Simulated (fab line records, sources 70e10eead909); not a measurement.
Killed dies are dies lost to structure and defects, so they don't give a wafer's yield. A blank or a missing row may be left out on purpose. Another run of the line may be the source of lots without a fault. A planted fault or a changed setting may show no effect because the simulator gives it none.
Chamber matching + flow nandHarc + NHARC_A_WL_FILL_ALD_00 on aldHk-03 has 4 sister chambers
The step deposits Al2O3, target thk 3 nm, pulse time 3 s, ald cycles 30. 14 wafers are shown with their chamber, then 7 later ones without.

== WAFERS PAIRED WITH THEIR CHAMBERS ==
| wafer  | chamber | heaterPowerW (W) | precursorPulseHeightRel |
|--------|---------|------------------|-------------------------|
| L078.1 | 2       | 428              | 0.981                   |
| L078.4 | 0       | 486              | 0.972                   |
| L078.5 | 2       | 433              | 1.007                   |
| L084.1 | 1       | 412              | 0.983                   |
| L084.3 | 0       | 495              | 0.981                   |
| L084.5 | 3       | 463              | 1.010                   |
| L085.4 | 3       | 467              | 1.015                   |
| L085.5 | 0       | 475              | 1.003                   |
| L085.6 | 1       | 423              | 1.015                   |
| L086.2 | 3       | 457              | 0.996                   |
| L086.4 | 1       | 423              | 0.971                   |
| L086.6 | 1       | 410              | 0.968                   |
| L087.4 | 0       | 496              | 1.009                   |
| L087.5 | 1       | 403              | 0.987                   |

SIGNATURES, as means of the wafers listed above
| reading                 | chamber 0 | chamber 1 | chamber 2 | chamber 3 | scatter within a chamber |
|-------------------------|-----------|-----------|-----------|-----------|--------------------------|
| heaterPowerW            | 488.00    | 414.20    | 430.50    | 462.33    | 8.07                     |
| precursorPulseHeightRel | 0.99125   | 0.98480   | 0.99400   | 1.00700   | 0.0169                   |
Rule: distance of a wafer from a chamber = root of the sum over the readings of ((wafer's reading minus chamber's mean) / reading's scatter) squared. The wafer belongs to the nearest chamber; if the next one is less than 2 further off, it can't be placed. How the scatter is found: for the shown wafers, subtract from each reading the mean of its chamber, square and add these, divide the total by (wafers less chambers), then take the root.

== WAFERS WHOSE CHAMBER IS MISSING ==
| wafer  | heaterPowerW (W) | precursorPulseHeightRel |
|--------|------------------|-------------------------|
| L087.6 | 439              | 0.993                   |
| L093.1 | 496              | 0.999                   |
| L093.2 | 434              | 1.002                   |
| L093.5 | 481              | 1.002                   |
| L096.2 | 468              | 1.047                   |
| L096.5 | 470              | 0.963                   |
| L096.6 | 431              | 1.013                   |

== WHICH CHAMBER EACH WENT THROUGH ==
| wafer  | from the rows above     | in truth |
|--------|-------------------------|----------|
| L087.6 | can't be placed: 2 or 3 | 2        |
| L093.1 | 0                       | 0        |
| L093.2 | 2                       | 2        |
| L093.5 | can't be placed: 0 or 3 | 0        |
| L096.2 | can't be placed: 3 or 0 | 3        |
| L096.5 | can't be placed: 3 or 0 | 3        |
| L096.6 | can't be placed: 2 or 1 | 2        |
Correctly placed: 2 of 7. Not placeable from these rows: 5 (in 5, the candidates include the true chamber). 0 placed wrongly.
